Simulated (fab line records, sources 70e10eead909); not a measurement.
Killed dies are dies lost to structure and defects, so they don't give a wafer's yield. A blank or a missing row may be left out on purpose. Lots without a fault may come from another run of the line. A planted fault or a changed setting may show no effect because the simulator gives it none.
A struck lot beside a sound one | flow nand_harc | 20 steps out of a route of 1302
Sound: wafers L750.1, L750.4, L750.5. Struck: wafers L765.2, L765.3, L765.6. The cause comes at the end.
At each step with rows: each side's tool, then ch and its chambers, then its first start. Under that, the readings that differ: sound wafers | struck wafers | difference of the means | sigmas: that difference in standard deviations of wafers without a fault.
alike: readings whose means differ by less than 2 such deviations, and words and numbers that are the same on both sides. not compared: withheld readings, readings that some wafer has no value for, bounds like >300 that may hide the same value, and numbers for which the record gives no deviation and whose values overlap.
The two part at a step that has a row with sigmas, a row that says differs or no value, or rows on one side only. Numbers that don't overlap but have no deviation are shown without sigmas and don't part them. A reading that every wafer of one side lacks parts them only if that side has two wafers or more.

NHARC_A_ONON_D1_INSPECT_32:
  sound on defect_inspect-02, day 10 03:00; struck on defect_inspect-01, day 16 12:55
  alike: raw_defect_count
NHARC_A_CHANNEL_HOLE_D1_DEP_00: deposits aC, target thk 3100 nm.
  sound on acl_dep-02 ch 0, day 10 03:04; struck on acl_dep-02 ch 0, day 16 18:07
  reading              | sound | struck               | difference                   | sigmas
  susceptor_temp_C (C) | - - - | 399.95 400.15 400.06 | no value on the sound wafers |
  alike: throttle_valve_pct
NHARC_A_CHANNEL_HOLE_D1_DEP_01: deposits SiON, target thk 140 nm.
  sound on pecvd-02 ch 0,1, day 10 04:58; struck on pecvd-02 ch 0,2, day 16 19:44
  alike: heater_power_w, susceptor_temp_C
then, 9 steps without rows for these wafers: NHARC_A_CHANNEL_HOLE_D1_DEHYDRATE_02 (time 120 s); NHARC_A_CHANNEL_HOLE_D1_HMDS_03 (time 30 s); NHARC_A_CHANNEL_HOLE_D1_COAT_36 (time 75 s); NHARC_A_CHANNEL_HOLE_D1_COAT_37 (time 65 s); NHARC_A_CHANNEL_HOLE_D1_COAT_04 (resist thk 90 nm); NHARC_A_CHANNEL_HOLE_D1_SOFTBAKE_05 (time 55 s); NHARC_A_CHANNEL_HOLE_D1_EBR_06; NHARC_A_CHANNEL_HOLE_D1_EXPOSE_07 (exposes mask HOLE D1, target cd 100 nm); NHARC_A_CHANNEL_HOLE_D1_PEB_08 (peb time 65 s).
NHARC_A_CHANNEL_HOLE_D1_DEVELOP_09: develop time 35 s.
  sound on litho_track-06 ch 0, day 10 05:00; struck on litho_track-01 ch 0, day 16 20:00
NHARC_A_CHANNEL_HOLE_D1_CD_MEAS_10: target cd 100 nm.
  sound on cd_sem-03 ch 0, day 10 05:34; struck on cd_sem-01 ch 0, day 16 20:27
  alike: cd_nm
NHARC_A_CHANNEL_HOLE_D1_OVL_MEAS_11:
  sound on overlay-02, day 10 05:39; struck on overlay-01, day 16 20:32
  alike: overlay_x_nm, overlay_y_nm
NHARC_A_CHANNEL_HOLE_D1_INSPECT_12:
  sound on defect_inspect-02, day 10 05:41; struck on defect_inspect-02, day 16 20:35
  alike: raw_defect_count
NHARC_A_CHANNEL_HOLE_D1_DESCUM_15: chemistry O2, time 3 s.
  sound on rie_diel-10 ch 2,3, day 10 05:59; struck on rie_diel-10 ch 2,3, day 16 20:38
  reading             | sound             | struck            | difference | sigmas
  o2_flow_sccm (sccm) | 200.8 199.5 202.1 | 199.5 199.0 200.1 | -1.3       | -2
  alike: drypump_motor_current_A, oes_product_au, rf_vpp_V, showerhead_plenum_p_Torr, throttle_valve_pct
  not compared: rf_hours_counter_h, model.A_CHANNEL_HOLE_D1.cd_nm
NHARC_A_CHANNEL_HOLE_D1_ETCH_38: etches the open film in CF4, target depth 39 nm, time 65 s.
  sound on rie_diel-10 ch 0,2, day 10 06:04; struck on rie_diel-10 ch 0,2,3, day 16 20:44
  alike: bias_w, drypump_motor_current_A, oes_product_au, rf_vpp_V, showerhead_plenum_p_Torr, throttle_valve_pct
  not compared: rf_hours_counter_h, model.A_CHANNEL_HOLE_D1.cd_nm
NHARC_A_CHANNEL_HOLE_D1_ETCH_39: etches the open film in N2/H2, target depth 260 nm, time 325 s.
  sound on rie_diel-10 ch 2,3; struck on rie_diel-10 ch 2,3
  alike: bias_w, drypump_motor_current_A, n2_flow_sccm, oes_product_au, rf_vpp_V, showerhead_plenum_p_Torr, throttle_valve_pct
  not compared: rf_hours_counter_h
then, 1 step without rows for these wafers: NHARC_END_SORT_01.

WHERE THEY PART
First at NHARC_A_CHANNEL_HOLE_D1_DEP_00; last, within this record, at NHARC_A_CHANNEL_HOLE_D1_DESCUM_15. Later steps at which nothing parts them and some readings are alike: NHARC_A_CHANNEL_HOLE_D1_ETCH_38, NHARC_A_CHANNEL_HOLE_D1_ETCH_39.

WHY: what the simulator had put in
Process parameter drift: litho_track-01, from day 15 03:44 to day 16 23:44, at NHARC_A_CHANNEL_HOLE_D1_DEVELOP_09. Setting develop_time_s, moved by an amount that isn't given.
